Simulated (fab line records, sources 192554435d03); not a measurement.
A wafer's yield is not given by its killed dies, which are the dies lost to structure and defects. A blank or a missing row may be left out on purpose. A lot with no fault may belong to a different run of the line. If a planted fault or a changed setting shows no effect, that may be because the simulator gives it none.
Which tool was responsible? ; flow n5 finfet ; Sampling: 12 lots, 34 wafers, 3 of 1938 route steps

WHAT THE GAUGES SHOWED, per wafer
N5_MIM_TOP_LITHO_CD_MEAS_08 targets a cd of 2000 nm.
lot;measured;on;cd nm (nm)
L362;day 13 06:09;cd sem-02;2000.4 2000.4 2001.9
L363;day 13 13:43;cd sem-02;2000.3 2000.8 2001.5
L364;day 13 17:50;cd sem-01;1998.8 2000.2 2000.2
L366;day 14 09:03;cd sem-02;1999.1 2000.9 1998.7
L365;day 13 22:01;cd sem-01;2000.9 2001.4
L367;day 14 13:55;cd sem-02;1998.1 1997.6 1997.1
L368;day 14 12:14;cd sem-02;1998.7 1996.8
L369;day 14 19:25;cd sem-01;2002.1 2002.4 2002.0
L371;day 15 04:06;cd sem-03;1999.4 1998.9 1999.5
L372;day 15 07:28;cd sem-02;2002.6 2003.4 2001.1
L381;day 18 08:15;cd sem-03;1999.2 2000.0 1996.5
L382;day 18 20:58;cd sem-01;2002.2 1998.6 2000.0

WHAT TOOL EACH LOT RAN ON (gives the tool, then ch and the chambers of the sampled wafers, and finally the start)
lot;N5_BEOL_M1_SPUTTER_94;N5_MIM_TOP_ALD_00
L362;pvd sputter-01, day 6 10:08;ald hk-01 ch 2,3, day 13 04:04
L363;pvd sputter-03, day 6 11:37;ald hk-01 ch 0,2,3, day 13 12:35
L364;pvd sputter-03, day 6 21:48;ald hk-03 ch 0,2,3, day 13 16:12
L366;pvd sputter-03, day 7 12:49;ald hk-02 ch 0,1,2, day 14 07:38
L365;pvd sputter-01, day 7 14:33;ald hk-03 ch 1,2, day 13 20:43
L367;pvd sputter-01, day 7 17:15;ald hk-01 ch 0,1,3, day 14 12:48
L368;pvd sputter-03, day 7 19:59;ald hk-01 ch 2,3, day 14 08:31
L369;pvd sputter-01, day 7 23:21;ald hk-01 ch 0,1,3, day 14 18:27
L371;pvd sputter-03, day 8 21:09;ald hk-03 ch 0,1,2, day 15 02:52
L372;pvd sputter-01, day 9 04:10;ald hk-03 ch 0,3, day 15 06:31
L381;pvd sputter-03, day 11 17:23;ald hk-02 ch 0,3, day 18 06:55
L382;pvd sputter-03, day 12 02:49;ald hk-02 ch 0,1, day 18 19:28
- N5_BEOL_M1_SPUTTER_94: material Cu, target thk 4.5 nm, time 8.29 s.
- N5_MIM_TOP_ALD_00: deposits Al2O3, purge time 3 s, co reactant pulse time 3 s.

AS READ BY THE TOOLS THEMSELVES (means over the sampled wafers that have a number; for cases with no such wafer, the mark the record gives instead)
N5_BEOL_M1_SPUTTER_94.
lot;tool;throttle valve pct (%)
L362;pvd sputter-01;29.8
L363;pvd sputter-03;30.3
L364;pvd sputter-03;30.1
L366;pvd sputter-03;29.7
L365;pvd sputter-01;30.1
L367;pvd sputter-01;30.3
L368;pvd sputter-03;30.0
L369;pvd sputter-01;29.7
L371;pvd sputter-03;29.9
L372;pvd sputter-01;30.7
L381;pvd sputter-03;29.9
L382;pvd sputter-03;29.5

N5_MIM_TOP_ALD_00.
lot;tool;precursor pulse height rel
L362;ald hk-01;1.010
L363;ald hk-01;0.978
L364;ald hk-03;0.988
L366;ald hk-02;0.995
L365;ald hk-03;1.011
L367;ald hk-01;0.979
L368;ald hk-01;0.995
L369;ald hk-01;0.989
L371;ald hk-03;1.002
L372;ald hk-03;0.994
L381;ald hk-02;1.029
L382;ald hk-02;0.987

THE ANSWER, worked out from the rows above alone
Rule: the lots themselves supply what counts as usual. The widest of any qualifying gaps counts: lots, ordered by their means at a reading, are off when they make up no more than a third of the lots, leave a main group of 4 or more, and stand apart from it by 3 or more times the standard deviation of that group's means. A main group is skipped when, at the precision printed for the reading in the tables above, its means are all equal. A lot without any number at a reading at which 4 lots or more have one is off too. All remaining lots with rows at the step are treated as sound. First the gauges in route order, then the tools' own readings, where a lot's mean is used as printed above. At the first step where some lot is off, the reading lying furthest off is the one used; lots without a number count as furthest.
No lot is off on any of the readings shown, so nothing can be concluded from this.

WHAT THE SIMULATOR PUT IN
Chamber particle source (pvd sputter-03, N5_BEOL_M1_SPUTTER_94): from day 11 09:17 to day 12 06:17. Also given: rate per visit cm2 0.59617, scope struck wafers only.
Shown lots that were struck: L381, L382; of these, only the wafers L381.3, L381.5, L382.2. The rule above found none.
